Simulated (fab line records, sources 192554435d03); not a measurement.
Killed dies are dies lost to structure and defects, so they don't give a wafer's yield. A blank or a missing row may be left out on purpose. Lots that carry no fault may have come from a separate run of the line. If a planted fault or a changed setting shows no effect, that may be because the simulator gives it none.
Which tool is to blame? + flow n5-finfet + Sampling: 11 lots, 33 wafers, 3 of 1938 route steps

## WHAT THE GAUGES READ, wafer by wafer
N5_BEOL_M11_INSPECT_58: inspects for defects (darkfield). Usual: raw-defect-count reads 67 (standard deviation 19).
| lot  | measured     | on                | raw-defect-count | flag |
|------|--------------|-------------------|------------------|------|
| L168 | day 9 17:29  | defect-inspect-01 | 92 66 112        |      |
| L169 | day 11 12:38 | defect-inspect-01 | 62 91 65         |      |
| L170 | day 11 21:18 | defect-inspect-01 | 58 79 40         |      |
| L173 | day 12 05:03 | defect-inspect-01 | 78 53 50         |      |
| L179 | day 13 13:03 | defect-inspect-02 | 57 39 81         |      |
| L182 | day 14 10:24 | defect-inspect-01 | 74 84 64         |      |
| L183 | day 14 12:08 | defect-inspect-01 | 94 91 100        |      |
| L186 | day 15 15:19 | defect-inspect-02 | 53 56 57         |      |
| L187 | day 15 15:30 | defect-inspect-01 | 79 101 48        |      |
| L188 | day 15 17:30 | defect-inspect-02 | 85 139 90        |      |
| L189 | day 16 04:37 | defect-inspect-01 | 36 61 44         |      |

N5_BEOL_M12_THK_MEAS_01. Usual: for M12_ILD_THK the level is 663 nm and the standard deviation is 8.3.
| lot  | measured     | on            | M12_ILD_THK (nm) | flag |
|------|--------------|---------------|------------------|------|
| L168 | day 9 17:43  | film-metro-02 | 662 665 668      |      |
| L169 | day 11 12:49 | film-metro-01 | 650 651 658      |      |
| L170 | day 11 21:28 | film-metro-01 | 648 662 661      |      |
| L173 | day 12 05:13 | film-metro-02 | 654 656 676      |      |
| L179 | day 13 13:13 | film-metro-02 | 653 660 662      |      |
| L182 | day 14 10:34 | film-metro-01 | 661 675 671      |      |
| L183 | day 14 12:19 | film-metro-02 | 668 665 674      |      |
| L186 | day 15 15:29 | film-metro-02 | 655 664 668      |      |
| L187 | day 15 15:40 | film-metro-01 | 661 665 669      |      |
| L188 | day 15 17:40 | film-metro-02 | 667 675 678      |      |
| L189 | day 16 04:47 | film-metro-01 | 660 673 671      |      |

## EACH LOT AND THE TOOL THAT RAN IT (in order: tool; ch and the chambers of the sampled wafers; start)
| lot  | N5_BEOL_M11_SPUTTER_48       |
|------|------------------------------|
| L168 | pvd-sputter-01, day 9 16:22  |
| L169 | pvd-sputter-02, day 11 11:40 |
| L170 | pvd-sputter-03, day 11 20:13 |
| L173 | pvd-sputter-03, day 12 03:59 |
| L179 | pvd-sputter-03, day 13 11:44 |
| L182 | pvd-sputter-03, day 14 09:16 |
| L183 | pvd-sputter-03, day 14 10:34 |
| L186 | pvd-sputter-03, day 15 14:15 |
| L187 | pvd-sputter-03, day 15 14:31 |
| L188 | pvd-sputter-03, day 15 16:32 |
| L189 | pvd-sputter-03, day 16 02:30 |
- N5_BEOL_M11_SPUTTER_48: material Cu, target thk 12 nm, time 2 s.

## WHAT THE TOOLS THEMSELVES READ (means of the sampled wafers that have a number; where no wafer has one, the mark that the record gives instead)
N5_BEOL_M11_SPUTTER_48. Usual: chuck-gas-flow-sccm 1.27 sccm, standard deviation 0.053; throttle-valve-pct 29.6 %, standard deviation 1.1.
| lot  | tool           | chuck-gas-flow-sccm (sccm) | throttle-valve-pct (%) | flag |
|------|----------------|----------------------------|------------------------|------|
| L168 | pvd-sputter-01 | 1.30                       | 29.8                   |      |
| L169 | pvd-sputter-02 | 1.32                       | 29.5                   |      |
| L170 | pvd-sputter-03 | 1.28                       | 29.6                   |      |
| L173 | pvd-sputter-03 | 1.26                       | 30.6                   |      |
| L179 | pvd-sputter-03 | 1.27                       | 29.7                   |      |
| L182 | pvd-sputter-03 | 1.24                       | 28.4                   |      |
| L183 | pvd-sputter-03 | 1.25                       | 30.5                   |      |
| L186 | pvd-sputter-03 | 1.30                       | 29.9                   |      |
| L187 | pvd-sputter-03 | 1.28                       | 29.6                   |      |
| L188 | pvd-sputter-03 | 1.21                       | 30.2                   |      |
| L189 | pvd-sputter-03 | 1.30                       | 30.7                   |      |

## THE ANSWER, worked out from the rows above alone
Rule: take the mean of a lot's wafers that have a number; if it is more than 3 standard deviations from the usual mean, the lot is off. A lot without any number at a reading at which 4 lots or more have one is off too. Any other lot the step has rows for is counted as sound. First the gauges in route order, then the tools' own readings, where a lot's mean is used as printed above. At the first step where some lot is off, the reading lying furthest off is the one used; lots without a number count as furthest.
None of the lots is off at any reading shown; this tells nothing.

## WHAT THE SIMULATOR HAD INSERTED
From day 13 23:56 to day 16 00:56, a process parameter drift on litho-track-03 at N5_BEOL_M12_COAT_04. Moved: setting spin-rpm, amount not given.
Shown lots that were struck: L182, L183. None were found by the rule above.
